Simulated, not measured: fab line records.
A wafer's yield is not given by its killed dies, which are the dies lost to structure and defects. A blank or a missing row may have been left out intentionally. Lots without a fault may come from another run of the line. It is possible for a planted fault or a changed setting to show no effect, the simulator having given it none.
fab line records	flow n5-finfet
record: lots: 24	wafers: 72	last-day: 18
route steps=1938 shown BEOL_M1@786
lots that met no fault: taken from a fault-free run of the same line
start-h: hours from the record's opening day to when the first of the lot's shown wafers began	wait-h: hours from the lot's prior step to this one	" repeats the value in the row above	L1.1+2: one row covering several wafers at once	- no value present, or no start provided	* or withheld: withheld	< > ~ a bound
route shown NAME@n: a module of which the file shows steps, and the number in the route of the first	usual: mean/standard deviation of fault-free wafers	same: alike in all rows	chamber/n: place in a boat	sites: readings site by site	_std_site: standard deviation of those values	_edge_site: the outer-site mean with the inner-site mean subtracted	radius-mm: for every site, how far away it sits from the centre of the wafer	mask NAME#n: copy n	behind: tool/chamber where the wafer was last shaped	hold: cause of the lot's hold/its duration in hours/its outcome	device: the n, p or np transistor that did not switch	end of line: the same wafers' tests at the end of the route	a step without rows: its recipe alone	killed: dies that structure and defects cost at the first sort, which is not the same as the wafer's yield	map: the dies of a wafer, with x for killed, . for not killed, _ for no die there
set.NAME: the setting as run; set.NAME@STEP: as run at that earlier step	model.NAME: the simulator's own value behind a step, which no gauge read
the route's steps for a sample of lots (tables are steps, rows are wafers)
services: a tool's chamber out of use, with start hour (start-h, from the record's first day; less than 0 if before it), hours out, and reason
== steps ==
step: N5_BEOL_M1_CD_MEAS_28
recipe: landing-energy-ev: 500	detector: se-inlens	target-cd-y-nm: 23.3
usual: cd-nm: 24.00/0.22
lot.wafer	tool	chamber	start-h	wait-h	cd-nm
L074.1	cd-sem-01	0	125.18	-	23.99
L074.4	"	0	"	"	24.00
L074.6	"	0	"	"	23.78
L075.3	cd-sem-03	0	130.99	-	23.75
L075.4	"	0	"	"	23.89
L075.5	"	0	"	"	24.07
L076.3	cd-sem-02	0	136.65	-	23.78
L076.4	"	0	"	"	23.81
L076.6	"	0	"	"	23.75
L077.3	cd-sem-02	0	142.38	-	23.99
L077.4	"	0	"	"	23.91
L077.6	"	0	"	"	24.27
L078.2	cd-sem-02	0	146.53	-	24.26
L078.4	"	0	"	"	24.02
L078.6	"	0	"	"	24.07
L079.1	cd-sem-02	0	150.47	-	23.67
L079.2	"	0	"	"	23.86
L079.4	"	0	"	"	23.69
L080.1	cd-sem-01	0	160.08	-	24.30
L080.3	"	0	"	"	24.03
L080.6	"	0	"	"	24.27
L081.2	cd-sem-03	0	169.13	-	24.31
L081.4	"	0	"	"	24.29
L081.6	"	0	"	"	24.16
L083.1	cd-sem-03	0	176.72	-	23.89
L083.4	"	0	"	"	24.24
L083.5	"	0	"	"	24.00
L082.1	cd-sem-03	0	181.88	-	24.07
L082.2	"	0	"	"	24.32
L082.6	"	0	"	"	24.22
L084.3	cd-sem-02	0	183.01	-	23.88
L084.5	"	0	"	"	24.43
L084.6	"	0	"	"	24.29
L085.2	cd-sem-02	0	186.34	-	24.16
L085.4	"	0	"	"	24.30
L085.5	"	0	"	"	24.09
L086.1	cd-sem-02	0	193.58	-	23.79
L086.3	"	0	"	"	23.57
L086.5	"	0	"	"	23.73
L087.3	cd-sem-03	0	206.47	-	23.81
L087.4	"	0	"	"	23.55
L087.6	"	0	"	"	24.20
L089.4	cd-sem-02	0	215.59	-	23.92
L089.5	"	0	"	"	23.96
L089.6	"	0	"	"	24.05
L088.2	cd-sem-01	0	220.51	-	24.47
L088.5	"	0	"	"	24.06
L088.6	"	0	"	"	24.39
L090.1	cd-sem-02	0	224.47	-	23.91
L090.3	"	0	"	"	23.93
L090.5	"	0	"	"	23.88
L091.1	cd-sem-02	0	229.41	-	24.05
L091.2	"	0	"	"	23.87
L091.3	"	0	"	"	24.03
L093.2	cd-sem-02	0	239.46	-	24.05
L093.5	"	0	"	"	23.69
L093.6	"	0	"	"	23.80
L092.3	cd-sem-01	0	239.87	-	24.20
L092.5	"	0	"	"	23.88
L092.6	"	0	"	"	24.04
L094.1	cd-sem-03	0	246.54	-	23.87
L094.4	"	0	"	"	24.24
L094.6	"	0	"	"	24.41
L096.2	cd-sem-03	0	251.67	-	24.25
L096.4	"	0	"	"	24.57
L096.6	"	0	"	"	24.15
L095.1	cd-sem-02	0	252.16	-	23.92
L095.3	"	0	"	"	23.77
L095.4	"	0	"	"	23.89
L097.1	cd-sem-03	0	258.80	-	24.37
L097.5	"	0	"	"	24.15
L097.6	"	0	"	"	24.17
step: N5_BEOL_M1_CD_MEAS_35
recipe: target-cd-nm: 18	target-cd-y-nm: 21	polarity: opening
usual: cd-nm: 18.0/0.37
lot.wafer	tool	chamber	start-h	wait-h	cd-nm
L074.1	cd-sem-02	-	130.45	0.0	18.1
L074.4	"	-	"	"	18.2
L074.6	"	-	"	"	18.4
L075.3	cd-sem-02	-	135.19	0.0	18.4
L075.4	"	-	"	"	18.5
L075.5	"	-	"	"	18.2
L076.3	cd-sem-01	-	138.22	0.0	17.1
L076.4	"	-	"	"	17.8
L076.6	"	-	"	"	17.8
L077.3	cd-sem-03	-	143.52	0.0	17.6
L077.4	"	-	"	"	17.5
L077.6	"	-	"	"	17.8
L078.2	cd-sem-01	-	148.13	0.0	18.0
L078.4	"	-	"	"	17.5
L078.6	"	-	"	"	18.2
L079.1	cd-sem-03	-	151.53	0.0	17.6
L079.2	"	-	"	"	17.5
L079.4	"	-	"	"	17.8
L080.1	cd-sem-01	-	161.16	0.0	18.0
L080.3	"	-	"	"	17.6
L080.6	"	-	"	"	18.1
L081.2	cd-sem-01	-	170.67	0.0	18.4
L081.4	"	-	"	"	18.1
L081.6	"	-	"	"	17.6
L083.1	cd-sem-03	-	180.35	0.0	18.0
L083.4	"	-	"	"	17.8
L083.5	"	-	"	"	17.7
L082.1	cd-sem-01	-	185.33	0.0	18.2
L082.2	"	-	"	"	18.3
L082.6	"	-	"	"	18.3
L084.3	cd-sem-02	-	185.43	0.0	18.1
L084.5	"	-	"	"	18.0
L084.6	"	-	"	"	17.4
L085.2	cd-sem-01	-	188.47	0.0	18.3
L085.4	"	-	"	"	18.7
L085.5	"	-	"	"	17.9
L086.1	cd-sem-01	-	196.69	0.0	18.0
L086.3	"	-	"	"	17.6
L086.5	"	-	"	"	18.0
L087.3	cd-sem-03	-	208.35	0.0	17.5
L087.4	"	-	"	"	17.6
L087.6	"	-	"	"	18.1
L089.4	cd-sem-03	-	219.68	0.0	17.9
L089.5	"	-	"	"	18.0
L089.6	"	-	"	"	18.0
L090.1	cd-sem-01	-	234.18	0.0	17.6
L090.3	"	-	"	"	17.6
L090.5	"	-	"	"	17.9
L088.2	cd-sem-03	-	234.29	0.0	17.4
L088.5	"	-	"	"	17.8
L088.6	"	-	"	"	17.9
L091.1	cd-sem-02	-	238.77	0.0	18.6
L091.2	"	-	"	"	18.1
L091.3	"	-	"	"	18.2
L093.2	cd-sem-02	-	242.44	0.0	18.4
L093.5	"	-	"	"	18.2
L093.6	"	-	"	"	18.4
L092.3	cd-sem-03	-	246.78	0.0	17.6
L092.5	"	-	"	"	17.8
L092.6	"	-	"	"	17.9
L094.1	cd-sem-01	-	250.12	0.0	18.4
L094.4	"	-	"	"	18.1
L094.6	"	-	"	"	18.1
L096.2	cd-sem-03	-	253.20	0.0	18.7
L096.4	"	-	"	"	17.9
L096.6	"	-	"	"	18.6
L095.1	cd-sem-03	-	254.29	0.0	17.7
L095.3	"	-	"	"	18.0
L095.4	"	-	"	"	17.9
L097.1	cd-sem-01	-	260.17	0.0	18.2
L097.5	"	-	"	"	18.1
L097.6	"	-	"	"	17.4
step: N5_BEOL_M1_SPUTTER_48
recipe: material: Cu	target-thk-a: 45	temp-c: -20	chamber-pressure-pa: 0.07	power-w: withheld	time-s: 8.29
usual: throttle-valve-pct: 30.1/1
lot.wafer	tool	chamber	start-h	wait-h	throttle-valve-pct
L074.1	pvd-sputter-01	-	132.85	0.2	30.0
L074.4	"	-	"	"	30.3
L074.6	"	-	"	"	29.9
L075.3	pvd-sputter-03	-	136.39	0.1	28.7
L075.4	"	-	"	"	31.2
L075.5	"	-	"	"	31.3
L076.3	pvd-sputter-02	-	138.93	0.1	28.7
L076.4	"	-	"	"	31.7
L076.6	"	-	"	"	28.4
L077.3	pvd-sputter-03	-	145.17	0.1	30.3
L077.4	"	-	"	"	28.6
L077.6	"	-	"	"	29.9
L078.2	pvd-sputter-02	-	148.99	0.2	30.3
L078.4	"	-	"	"	30.1
L078.6	"	-	"	"	30.1
L079.1	pvd-sputter-01	-	153.13	0.8	29.8
L079.2	"	-	"	"	31.8
L079.4	"	-	"	"	29.9
L080.1	pvd-sputter-03	-	163.37	1.4	30.1
L080.3	"	-	"	"	28.7
L080.6	"	-	"	"	28.6
L081.2	pvd-sputter-02	-	172.02	0.1	31.8
L081.4	"	-	"	"	29.9
L081.6	"	-	"	"	29.7
L083.1	pvd-sputter-03	-	182.29	0.6	30.3
L083.4	"	-	"	"	31.5
L083.5	"	-	"	"	31.1
L082.1	pvd-sputter-01	-	186.08	0.1	31.6
L082.2	"	-	"	"	30.2
L082.6	"	-	"	"	29.5
L084.3	pvd-sputter-02	-	186.31	0.2	28.3
L084.5	"	-	"	"	31.8
L084.6	"	-	"	"	29.6
L085.2	pvd-sputter-03	-	189.54	0.2	28.5
L085.4	"	-	"	"	31.2
L085.5	"	-	"	"	29.9
L086.1	pvd-sputter-03	-	197.41	0.1	30.4
L086.3	"	-	"	"	31.4
L086.5	"	-	"	"	31.7
L087.3	pvd-sputter-03	-	208.96	0.1	30.5
L087.4	"	-	"	"	28.8
L087.6	"	-	"	"	30.2
L089.4	pvd-sputter-02	-	220.49	0.0	30.1
L089.5	"	-	"	"	28.4
L089.6	"	-	"	"	29.9
L090.1	pvd-sputter-02	-	235.15	0.4	30.1
L090.3	"	-	"	"	28.3
L090.5	"	-	"	"	29.9
L088.2	pvd-sputter-02	-	236.99	1.9	29.9
L088.5	"	-	"	"	31.8
L088.6	"	-	"	"	29.5
L091.1	pvd-sputter-02	-	239.65	0.1	29.8
L091.2	"	-	"	"	30.3
L091.3	"	-	"	"	28.6
L093.2	pvd-sputter-03	-	243.35	0.2	28.8
L093.5	"	-	"	"	31.5
L093.6	"	-	"	"	28.8
L092.3	pvd-sputter-03	-	247.87	0.2	31.1
L092.5	"	-	"	"	30.3
L092.6	"	-	"	"	29.9
L094.1	pvd-sputter-01	-	250.79	0.1	30.3
L094.4	"	-	"	"	29.8
L094.6	"	-	"	"	30.3
L096.2	pvd-sputter-03	-	254.76	0.2	28.7
L096.4	"	-	"	"	30.3
L096.6	"	-	"	"	30.1
L095.1	pvd-sputter-01	-	255.53	0.1	29.5
L095.3	"	-	"	"	31.9
L095.4	"	-	"	"	29.8
L097.1	pvd-sputter-01	-	261.44	0.1	31.7
L097.5	"	-	"	"	29.8
L097.6	"	-	"	"	30.4
step: N5_BEOL_M1_SPUTTER_81
recipe: material: Cu	target-thk-a: 45	temp-c: -20	chamber-pressure-pa: 0.07	power-w: withheld	time-s: 8.29
usual: throttle-valve-pct: 30.1/1
lot.wafer	tool	chamber	start-h	wait-h	throttle-valve-pct
L074.1	pvd-sputter-01	-	133.29	0.1	30.3
L074.4	"	-	"	"	29.9
L074.6	"	-	"	"	29.6
L075.3	pvd-sputter-03	-	136.83	0.1	28.6
L075.4	"	-	"	"	31.3
L075.5	"	-	"	"	31.4
L076.3	pvd-sputter-02	-	139.37	0.1	28.5
L076.4	"	-	"	"	31.6
L076.6	"	-	"	"	28.3
L077.3	pvd-sputter-03	-	145.61	0.1	30.3
L077.4	"	-	"	"	29.0
L077.6	"	-	"	"	29.9
L078.2	pvd-sputter-02	-	149.43	0.1	29.7
L078.4	"	-	"	"	30.4
L078.6	"	-	"	"	30.0
L079.1	pvd-sputter-01	-	153.57	0.1	29.5
L079.2	"	-	"	"	31.7
L079.4	"	-	"	"	30.0
L080.1	pvd-sputter-03	-	163.81	0.1	30.0
L080.3	"	-	"	"	28.7
L080.6	"	-	"	"	28.6
L081.2	pvd-sputter-02	-	172.46	0.1	32.2
L081.4	"	-	"	"	29.7
L081.6	"	-	"	"	29.8
L083.1	pvd-sputter-03	-	182.73	0.1	30.2
L083.4	"	-	"	"	31.6
L083.5	"	-	"	"	31.4
L082.1	pvd-sputter-01	-	186.52	0.1	31.7
L082.2	"	-	"	"	30.1
L082.6	"	-	"	"	30.0
L084.3	pvd-sputter-02	-	186.75	0.1	28.3
L084.5	"	-	"	"	31.4
L084.6	"	-	"	"	29.8
L085.2	pvd-sputter-03	-	189.98	0.1	28.8
L085.4	"	-	"	"	31.4
L085.5	"	-	"	"	30.0
L086.1	pvd-sputter-03	-	197.85	0.1	30.3
L086.3	"	-	"	"	31.1
L086.5	"	-	"	"	31.4
L087.3	pvd-sputter-03	-	209.40	0.1	30.4
L087.4	"	-	"	"	28.9
L087.6	"	-	"	"	30.0
L089.4	pvd-sputter-02	-	220.93	0.1	30.0
L089.5	"	-	"	"	28.6
L089.6	"	-	"	"	29.9
L090.1	pvd-sputter-02	-	235.59	0.1	30.1
L090.3	"	-	"	"	28.5
L090.5	"	-	"	"	29.6
L088.2	pvd-sputter-02	-	237.43	0.1	29.9
L088.5	"	-	"	"	31.9
L088.6	"	-	"	"	30.0
L091.1	pvd-sputter-02	-	240.09	0.1	29.7
L091.2	"	-	"	"	30.0
L091.3	"	-	"	"	28.4
L093.2	pvd-sputter-03	-	243.79	0.1	28.7
L093.5	"	-	"	"	31.2
L093.6	"	-	"	"	28.7
L092.3	pvd-sputter-03	-	248.31	0.1	31.5
L092.5	"	-	"	"	30.2
L092.6	"	-	"	"	30.0
L094.1	pvd-sputter-01	-	251.23	0.1	30.3
L094.4	"	-	"	"	29.5
L094.6	"	-	"	"	30.2
L096.2	pvd-sputter-03	-	255.20	0.1	28.7
L096.4	"	-	"	"	30.2
L096.6	"	-	"	"	30.0
L095.1	pvd-sputter-01	-	255.97	0.1	29.6
L095.3	"	-	"	"	32.0
L095.4	"	-	"	"	30.2
L097.1	pvd-sputter-01	-	261.88	0.1	31.9
L097.5	"	-	"	"	30.0
L097.6	"	-	"	"	30.4
step: N5_BEOL_M1_SPUTTER_88
recipe: material: Cu	target-thk-a: 45	temp-c: -20	chamber-pressure-pa: 0.07	power-w: withheld	time-s: 8.29
usual: throttle-valve-pct: 30.1/1.1
lot.wafer	tool	chamber	start-h	wait-h	throttle-valve-pct
L074.1	pvd-sputter-01	-	133.73	0.1	29.9
L074.4	"	-	"	"	29.9
L074.6	"	-	"	"	29.7
L075.3	pvd-sputter-03	-	137.27	0.1	28.8
L075.4	"	-	"	"	31.5
L075.5	"	-	"	"	31.7
L076.3	pvd-sputter-02	-	139.81	0.1	28.4
L076.4	"	-	"	"	32.0
L076.6	"	-	"	"	28.4
L077.3	pvd-sputter-03	-	146.05	0.1	30.2
L077.4	"	-	"	"	28.7
L077.6	"	-	"	"	30.1
L078.2	pvd-sputter-02	-	149.87	0.1	29.7
L078.4	"	-	"	"	30.2
L078.6	"	-	"	"	29.9
L079.1	pvd-sputter-01	-	154.01	0.1	29.9
L079.2	"	-	"	"	31.8
L079.4	"	-	"	"	30.1
L080.1	pvd-sputter-03	-	164.25	0.1	30.1
L080.3	"	-	"	"	28.8
L080.6	"	-	"	"	28.7
L081.2	pvd-sputter-02	-	172.90	0.1	31.8
L081.4	"	-	"	"	29.8
L081.6	"	-	"	"	29.8
L083.1	pvd-sputter-03	-	183.17	0.1	30.1
L083.4	"	-	"	"	31.5
L083.5	"	-	"	"	31.5
L082.1	pvd-sputter-01	-	186.96	0.1	31.8
L082.2	"	-	"	"	30.0
L082.6	"	-	"	"	29.7
L084.3	pvd-sputter-02	-	187.19	0.1	28.0
L084.5	"	-	"	"	31.7
L084.6	"	-	"	"	29.6
L085.2	pvd-sputter-03	-	190.42	0.1	28.8
L085.4	"	-	"	"	31.4
L085.5	"	-	"	"	29.8
L086.1	pvd-sputter-03	-	198.29	0.1	30.1
L086.3	"	-	"	"	31.4
L086.5	"	-	"	"	31.3
L087.3	pvd-sputter-03	-	209.84	0.1	30.2
L087.4	"	-	"	"	28.7
L087.6	"	-	"	"	30.2
L089.4	pvd-sputter-02	-	221.37	0.1	29.7
L089.5	"	-	"	"	28.3
L089.6	"	-	"	"	29.8
L090.1	pvd-sputter-02	-	236.03	0.1	30.1
L090.3	"	-	"	"	28.5
L090.5	"	-	"	"	29.5
L088.2	pvd-sputter-02	-	237.87	0.1	29.9
L088.5	"	-	"	"	31.8
L088.6	"	-	"	"	30.0
L091.1	pvd-sputter-02	-	240.53	0.1	29.7
L091.2	"	-	"	"	30.1
L091.3	"	-	"	"	28.2
L093.2	pvd-sputter-03	-	244.23	0.1	28.6
L093.5	"	-	"	"	31.2
L093.6	"	-	"	"	28.6
L092.3	pvd-sputter-03	-	248.75	0.1	31.6
L092.5	"	-	"	"	30.3
L092.6	"	-	"	"	30.3
L094.1	pvd-sputter-01	-	251.67	0.1	30.2
L094.4	"	-	"	"	29.4
L094.6	"	-	"	"	30.2
L096.2	pvd-sputter-03	-	255.64	0.1	28.6
L096.4	"	-	"	"	30.1
L096.6	"	-	"	"	29.7
L095.1	pvd-sputter-01	-	256.41	0.1	29.8
L095.3	"	-	"	"	31.8
L095.4	"	-	"	"	30.1
L097.1	pvd-sputter-01	-	262.32	0.1	32.0
L097.5	"	-	"	"	29.8
L097.6	"	-	"	"	30.2
step: N5_BEOL_M1_THK_MEAS_53
recipe: thk-meas-gauge: xrf	reads: Cu_of_BEOL_M1_ECD_50
usual: M1_THK: 40.7/1.4
lot.wafer	tool	chamber	start-h	wait-h	M1_THK[nm]
L074.1	film-metro-01	-	135.39	-	40.7
L074.4	"	-	"	"	41.4
L074.6	"	-	"	"	42.9
L075.3	film-metro-02	-	138.94	-	40.2
L075.4	"	-	"	"	40.5
L075.5	"	-	"	"	42.3
L076.3	film-metro-02	-	141.49	-	41.0
L076.4	"	-	"	"	40.3
L076.6	"	-	"	"	42.8
L077.3	film-metro-02	-	147.73	-	41.2
L077.4	"	-	"	"	42.8
L077.6	"	-	"	"	41.6
L078.2	film-metro-02	-	151.54	-	40.8
L078.4	"	-	"	"	42.8
L078.6	"	-	"	"	41.3
L079.1	film-metro-02	-	156.16	-	42.1
L079.2	"	-	"	"	41.9
L079.4	"	-	"	"	42.2
L080.1	film-metro-02	-	165.92	-	39.0
L080.3	"	-	"	"	41.7
L080.6	"	-	"	"	41.2
L081.2	film-metro-01	-	174.74	-	38.8
L081.4	"	-	"	"	39.7
L081.6	"	-	"	"	40.4
L083.1	film-metro-02	-	184.85	-	39.6
L083.4	"	-	"	"	40.6
L083.5	"	-	"	"	39.2
L082.1	film-metro-01	-	188.84	-	41.1
L082.2	"	-	"	"	41.1
L082.6	"	-	"	"	41.3
L084.3	film-metro-01	-	189.07	-	40.0
L084.5	"	-	"	"	42.5
L084.6	"	-	"	"	43.5
L085.2	film-metro-01	-	192.09	-	39.9
L085.4	"	-	"	"	43.6
L085.5	"	-	"	"	42.0
L086.1	film-metro-02	-	199.96	-	39.0
L086.3	"	-	"	"	39.8
L086.5	"	-	"	"	40.4
L087.3	film-metro-02	-	211.51	-	41.3
L087.4	"	-	"	"	41.9
L087.6	"	-	"	"	41.6
L089.4	film-metro-02	-	223.04	-	42.7
L089.5	"	-	"	"	41.0
L089.6	"	-	"	"	41.1
L090.1	film-metro-01	-	237.69	-	41.8
L090.3	"	-	"	"	40.3
L090.5	"	-	"	"	41.9
L088.2	film-metro-01	-	239.53	-	39.7
L088.5	"	-	"	"	40.2
L088.6	"	-	"	"	43.0
L091.1	film-metro-01	-	242.30	-	41.4
L091.2	"	-	"	"	41.1
L091.3	"	-	"	"	40.9
L093.2	film-metro-01	-	245.91	-	38.9
L093.5	"	-	"	"	41.5
L093.6	"	-	"	"	41.0
L092.3	film-metro-02	-	250.42	-	42.0
L092.5	"	-	"	"	42.1
L092.6	"	-	"	"	41.5
L094.1	film-metro-01	-	253.33	-	39.9
L094.4	"	-	"	"	41.6
L094.6	"	-	"	"	39.9
L096.2	film-metro-02	-	257.31	-	39.8
L096.4	"	-	"	"	42.8
L096.6	"	-	"	"	42.7
L095.1	film-metro-02	-	258.07	-	38.5
L095.3	"	-	"	"	38.2
L095.4	"	-	"	"	39.9
L097.1	film-metro-02	-	263.99	-	38.7
L097.5	"	-	"	"	39.2
L097.6	"	-	"	"	38.4
== services ==
tool	chamber	start-h	hours	kind
pvd-sputter-02	-	115.86	8.0	repair
pvd-sputter-02	-	197.53	7.5	repair
== key ==
fault none
